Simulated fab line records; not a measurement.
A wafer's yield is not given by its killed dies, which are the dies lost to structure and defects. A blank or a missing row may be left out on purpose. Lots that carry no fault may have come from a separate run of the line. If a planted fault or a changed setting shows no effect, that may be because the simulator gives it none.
fab line records -- flow nand-harc
record: lots: 5, wafers: 15, last-day: 33
route steps=1302 shown A_CHANNEL_HOLE_D2@579
lots that met no fault: from a run of the same line without faults
start-h: start of the lot's first displayed wafer, in hours after the record's first day -- wait-h: time in hours since the lot's previous step -- " same as the row above -- L1.1+2: a single row standing in for several wafers -- - no value present, or no start provided -- * or withheld: withheld -- < > ~ a bound
route shown NAME@n: names a module that has steps shown in the file, with the first one's number in the route -- usual: mean/standard deviation taken from wafers without a fault -- same: alike in all rows -- chamber/n: place in a boat -- sites: each site's reading -- _std_site: standard deviation of those values -- _edge_site: mean of outer sites minus mean of inner sites -- radius-mm: how far each site lies from the wafer's centre -- mask NAME#n: copy n -- behind: tool/chamber where the wafer was last shaped -- hold: reason for holding the lot/hours on hold/outcome of the hold -- device: names the non-switching transistor (n, p or np) -- end of line: the tests these same wafers got at the end of their route -- a step with no rows: only its recipe -- killed: not the wafer's yield, but the dies lost to structure and defects at the first sort -- map: shows each die of a wafer: x if killed, . if not, _ if none is there
set.NAME: setting as actually run; set.NAME@STEP: the setting as run at that earlier step -- model.NAME: the simulator's own value behind a step, which no gauge read
lots at selected steps of the route; one table per step, one row per wafer
services: a tool's chamber out of use, with start hour (start-h, from the record's first day; less than 0 if before it), hours out, and reason
== steps ==
step: NHARC_A_CHANNEL_HOLE_D2_EXPOSE_07
recipe: na: 1.35, target-cd-nm: 100, sigma-outer: 0.3, dose-mj: 59.65, mask-id: HOLE_D2
usual: stage-vel-mm-s: 499.99/0.27
same: na: 1.35, sigma-outer: 0.3
lot.wafer,tool,chamber,start-h,wait-h,mask,stage-vel-mm-s
L080.1,arfi-scanner-03,0,343.64,-,HOLE_D2#0,499.87
L080.2,arfi-scanner-03,0,343.64,-,HOLE_D2#0,499.99
L080.3,arfi-scanner-03,0,343.64,-,HOLE_D2#0,499.84
L081.2,arfi-scanner-01,0,370.82,-,HOLE_D2#0,499.76
L081.3,arfi-scanner-01,0,370.82,-,HOLE_D2#0,499.87
L081.6,arfi-scanner-01,0,370.82,-,HOLE_D2#0,499.88
L087.2,arfi-scanner-02,0,415.18,-,HOLE_D2#0,499.71
L087.3,arfi-scanner-02,0,415.18,-,HOLE_D2#0,499.70
L087.4,arfi-scanner-02,0,415.18,-,HOLE_D2#0,500.02
L090.1,arfi-scanner-03,0,456.91,-,HOLE_D2#0,499.80
L090.4,arfi-scanner-03,0,456.91,-,HOLE_D2#0,500.32
L090.5,arfi-scanner-03,0,456.91,-,HOLE_D2#0,499.92
L096.1,arfi-scanner-03,0,516.21,-,HOLE_D2#0,499.95
L096.4,arfi-scanner-03,0,516.21,-,HOLE_D2#0,500.18
L096.6,arfi-scanner-03,0,516.21,-,HOLE_D2#0,500.24
step: NHARC_A_CHANNEL_HOLE_D2_PEB_08
recipe: peb-temp-c: 100, peb-time-s: 65
same: peb-time-s: 65
lot.wafer,tool,chamber,start-h,wait-h
L080.1+2+3,litho-track-06,0,343.70,0.1
L081.2+3+6,litho-track-04,0,370.87,0.1
L087.2+3+4,litho-track-04,0,415.24,0.1
L090.1+4+5,litho-track-06,0,456.97,0.1
L096.1+4+6,litho-track-04,0,516.27,0.1
step: NHARC_A_CHANNEL_HOLE_D2_DEVELOP_09
recipe: develop-time-s: 35, dev-temp-c: 23
lot.wafer,tool,chamber,start-h,wait-h
L080.1+2+3,litho-track-06,0,-,-
L081.2+3+6,litho-track-04,0,-,-
L087.2+3+4,litho-track-04,0,-,-
L090.1+4+5,litho-track-06,0,-,-
L096.1+4+6,litho-track-04,0,-,-
step: NHARC_A_CHANNEL_HOLE_D2_CD_MEAS_10
recipe: target-cd-nm: 100, landing-energy-ev: 500
usual: cd-nm: 99.7/0.61
lot.wafer,tool,chamber,start-h,wait-h,cd-nm
L080.1,cd-sem-03,0,343.78,-,99.6
L080.2,cd-sem-03,0,343.78,-,100.5
L080.3,cd-sem-03,0,343.78,-,99.4
L081.2,cd-sem-03,0,370.96,-,99.0
L081.3,cd-sem-03,0,370.96,-,100.2
L081.6,cd-sem-03,0,370.96,-,98.9
L087.2,cd-sem-02,0,415.32,-,98.5
L087.3,cd-sem-02,0,415.32,-,99.6
L087.4,cd-sem-02,0,415.32,-,99.9
L090.1,cd-sem-01,0,457.05,-,99.5
L090.4,cd-sem-01,0,457.05,-,99.4
L090.5,cd-sem-01,0,457.05,-,99.2
L096.1,cd-sem-02,0,516.35,-,100.3
L096.4,cd-sem-02,0,516.35,-,100.5
L096.6,cd-sem-02,0,516.35,-,99.7
step: NHARC_A_CHANNEL_HOLE_D2_OVL_MEAS_11
usual: overlay-x-nm: 0.1/0.76, overlay-y-nm: 0.0/0.65
lot.wafer,tool,chamber,start-h,wait-h,overlay-x-nm,overlay-y-nm
L080.1,overlay-01,-,343.87,-,-1.0,-0.2
L080.2,overlay-01,-,343.87,-,-0.9,-0.6
L080.3,overlay-01,-,343.87,-,-1.1,-0.1
L081.2,overlay-01,-,371.04,-,0.0,-0.4
L081.3,overlay-01,-,371.04,-,-0.1,-0.2
L081.6,overlay-01,-,371.04,-,-0.4,-0.6
L087.2,overlay-01,-,415.41,-,-0.5,-1.6
L087.3,overlay-01,-,415.41,-,-0.4,-1.4
L087.4,overlay-01,-,415.41,-,-0.6,-1.0
L090.1,overlay-01,-,457.14,-,0.5,0.2
L090.4,overlay-01,-,457.14,-,0.5,0.2
L090.5,overlay-01,-,457.14,-,0.4,0.4
L096.1,overlay-01,-,516.44,-,0.4,0.8
L096.4,overlay-01,-,516.44,-,0.4,0.9
L096.6,overlay-01,-,516.44,-,0.5,0.9
step: NHARC_A_CHANNEL_HOLE_D2_INSPECT_12
usual: raw-defect-count: 27/23
lot.wafer,tool,chamber,start-h,wait-h,raw-defect-count
L080.1,defect-inspect-02,-,343.91,0.0,6
L080.2,defect-inspect-02,-,343.91,0.0,6
L080.3,defect-inspect-02,-,343.91,0.0,9
L081.2,defect-inspect-01,-,371.08,0.0,4
L081.3,defect-inspect-01,-,371.08,0.0,4
L081.6,defect-inspect-01,-,371.08,0.0,6
L087.2,defect-inspect-01,-,415.45,0.0,14
L087.3,defect-inspect-01,-,415.45,0.0,15
L087.4,defect-inspect-01,-,415.45,0.0,7
L090.1,defect-inspect-02,-,457.17,0.0,18
L090.4,defect-inspect-02,-,457.17,0.0,16
L090.5,defect-inspect-02,-,457.17,0.0,22
L096.1,defect-inspect-01,-,516.47,0.0,20
L096.4,defect-inspect-01,-,516.47,0.0,16
L096.6,defect-inspect-01,-,516.47,0.0,30
step: NHARC_A_CHANNEL_HOLE_D2_DESCUM_15
recipe: time-s: 3, o2-flow-sccm: 200, ar-flow-sccm: 0, bias-power-w: 0, chemistry: O2
usual: drypump-motor-current-A: 5.9/0.5, oes-product-au: 1.002/0.013, rf-vpp-V: 57.8/0.81, showerhead-plenum-p-Torr: 1.91/0.062, throttle-valve-pct: 11.310/0.0095
lot.wafer,tool,chamber,start-h,wait-h,drypump-motor-current-A,oes-product-au,rf-hours-counter-h,rf-vpp-V,showerhead-plenum-p-Torr,throttle-valve-pct
L080.2,rie-diel-10,2,343.98,0.1,6.7,1.002,9,56.9,1.87,11.309
L080.1,rie-diel-10,3,343.98,0.1,6.1,0.991,8,57.1,1.92,11.307
L080.3,rie-diel-10,0,343.98,0.1,6.4,1.003,7,58.6,2.01,11.307
L081.2,rie-diel-10,0,371.14,0.1,6.4,0.996,8,59.0,2.01,11.301
L081.3,rie-diel-10,2,371.14,0.1,6.8,1.005,11,57.4,1.87,11.316
L081.6,rie-diel-10,0,371.14,0.1,6.4,0.999,-,57.2,2.01,11.309
L087.4,rie-diel-09,2,415.51,0.1,5.8,1.029,7,57.7,1.90,11.310
L087.3,rie-diel-09,3,415.51,0.1,5.5,1.015,7,58.1,1.98,11.315
L087.2,rie-diel-09,1,415.51,0.1,5.4,1.032,1,58.3,1.94,11.295
L090.1,rie-diel-10,3,457.26,0.1,6.1,0.988,1,57.8,1.92,11.305
L090.5,rie-diel-10,1,457.26,0.1,5.9,1.005,-,58.1,1.87,11.285
L090.4,rie-diel-10,3,457.26,0.1,6.1,0.990,-,58.2,1.92,11.310
L096.1,rie-diel-10,0,516.53,0.1,6.4,1.005,5,56.8,2.00,11.307
L096.4,rie-diel-10,1,516.53,0.1,5.9,1.002,6,59.1,1.87,11.306
L096.6,rie-diel-10,0,516.53,0.1,6.4,1.001,-,58.8,2.00,11.301
step: NHARC_A_CHANNEL_HOLE_D2_ETCH_38
recipe: target-depth-a: 390, over-etch-frac: 0.3, time-s: 65, ion-energy-ev: 80, cf4-flow-sccm: 150, ar-flow-sccm: 0, rf-w: 300, bias-w: 100, chemistry: CF4
usual: drypump-motor-current-A: 5.9/0.5, oes-product-au: 1.003/0.012, rf-vpp-V: 151.3/1.1, showerhead-plenum-p-Torr: 1.77/0.053, throttle-valve-pct: 13.284/0.0086
lot.wafer,tool,chamber,start-h,wait-h,drypump-motor-current-A,oes-product-au,rf-hours-counter-h,rf-vpp-V,showerhead-plenum-p-Torr,throttle-valve-pct
L080.2,rie-diel-10,0,344.05,0.1,6.4,1.004,7,152.2,1.85,13.275
L080.3,rie-diel-10,1,344.05,0.1,5.9,0.996,7,150.6,1.73,13.291
L080.1,rie-diel-10,2,344.05,0.1,6.7,1.006,9,151.7,1.73,13.292
L081.2,rie-diel-10,2,371.23,0.1,6.7,1.019,11,150.6,1.73,13.280
L081.3,rie-diel-10,3,371.23,0.1,6.1,1.002,9,151.8,1.77,13.283
L081.6,rie-diel-10,1,371.23,0.1,5.9,1.008,-,151.0,1.73,13.285
L087.3,rie-diel-09,3,415.59,0.1,5.5,1.004,7,152.9,1.82,13.274
L087.4,rie-diel-09,1,415.59,0.1,5.4,1.028,1,152.6,1.79,13.286
L087.2,rie-diel-09,2,415.59,0.1,5.8,1.025,7,151.6,1.75,13.275
L090.1,rie-diel-10,3,457.35,0.1,6.1,1.002,1,152.2,1.77,13.296
L090.4,rie-diel-10,1,457.35,0.1,5.9,1.004,-,151.1,1.73,13.295
L090.5,rie-diel-10,3,457.35,0.1,6.1,0.997,-,150.4,1.77,13.298
L096.4,rie-diel-10,0,516.62,0.1,6.4,1.003,5,152.6,1.85,13.268
L096.1,rie-diel-10,1,516.62,0.1,5.9,0.998,6,151.4,1.73,13.276
L096.6,rie-diel-10,1,516.62,0.1,5.9,1.000,-,152.7,1.73,13.285
== services ==
tool,chamber,start-h,hours,kind
rie-diel-09,-,320.36,9.0,pm
rie-diel-09,2,334.73,1.9,repair
arfi-scanner-02,-,339.61,2.6,repair
rie-diel-10,3,347.19,7.3,repair
litho-track-06,-,354.01,7.0,pm
rie-diel-09,0,363.43,3.4,repair
arfi-scanner-03,-,368.01,4.0,pm
litho-track-04,-,378.00,7.0,pm
rie-diel-10,1,378.51,8.1,repair
rie-diel-09,0,385.19,4.8,repair
rie-diel-10,0,385.97,4.7,repair
arfi-scanner-02,-,407.34,6.4,repair
arfi-scanner-03,-,407.37,0.8,repair
arfi-scanner-03,-,409.35,0.5,repair
rie-diel-10,-,419.50,9.0,pm
arfi-scanner-01,-,424.00,4.0,pm
arfi-scanner-03,-,427.41,1.1,repair
rie-diel-09,3,428.32,1.3,repair
arfi-scanner-03,-,442.97,0.2,repair
rie-diel-10,2,447.48,16.9,repair
arfi-scanner-01,-,453.31,0.6,repair
rie-diel-10,3,488.99,10.4,repair
rie-diel-09,-,497.36,9.0,pm
arfi-scanner-03,-,509.32,1.2,repair
== key ==
fault none
